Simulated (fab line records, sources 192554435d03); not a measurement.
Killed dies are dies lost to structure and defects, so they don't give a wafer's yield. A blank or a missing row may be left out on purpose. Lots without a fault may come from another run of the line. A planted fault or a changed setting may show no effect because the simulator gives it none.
Which tool did it? | flow n5_finfet | 12 lots, 36 wafers sampled, at 1 step of a route of 1938

WHAT THE GAUGES READ, wafer by wafer
N5_MOL_CONTACT_COAG_INSPECT_42: inspects for defects (brightfield).
lot  | measured     | on                | raw_defect_count
L075 | day 5 14:41  | defect_inspect-02 | 160 193 166
L078 | day 6 03:41  | defect_inspect-01 | 115 121 160
L079 | day 6 12:08  | defect_inspect-01 | 236 163 222
L081 | day 7 00:53  | defect_inspect-02 | 237 252 296
L083 | day 7 15:14  | defect_inspect-02 | 139 134 233
L085 | day 8 09:24  | defect_inspect-02 | 173 292 187
L087 | day 8 17:17  | defect_inspect-02 | 190 96 116
L089 | day 9 07:35  | defect_inspect-02 | 205 128 222
L092 | day 9 13:33  | defect_inspect-01 | 163 199 181
L093 | day 10 03:53 | defect_inspect-01 | 197 185 241
L095 | day 10 10:49 | defect_inspect-02 | 170 231 180
L097 | day 11 01:35 | defect_inspect-02 | 232 294 188

WHICH TOOL RAN EACH LOT (tool, then ch and the chambers of the sampled wafers, then the start)
The record holds no process step before these readings.

THE ANSWER, worked out from the rows above alone
Rule: what is usual is taken from the lots themselves. Put in order of their means at a reading, lots are off if they are a third of the lots or fewer, leave a main group of 4 or more, and stand apart from it by a gap of 3 or more times the standard deviation of the main group's means; of several such gaps the widest counts. A main group whose means are all the same, to the digits that the tables above print for the reading, isn't used. A lot without any number at a reading at which 4 lots or more have one is off too. The other lots that the step has rows for count as sound.
No lot is off at any reading shown: from this, nothing can be told.

WHAT THE SIMULATOR HAD PUT IN
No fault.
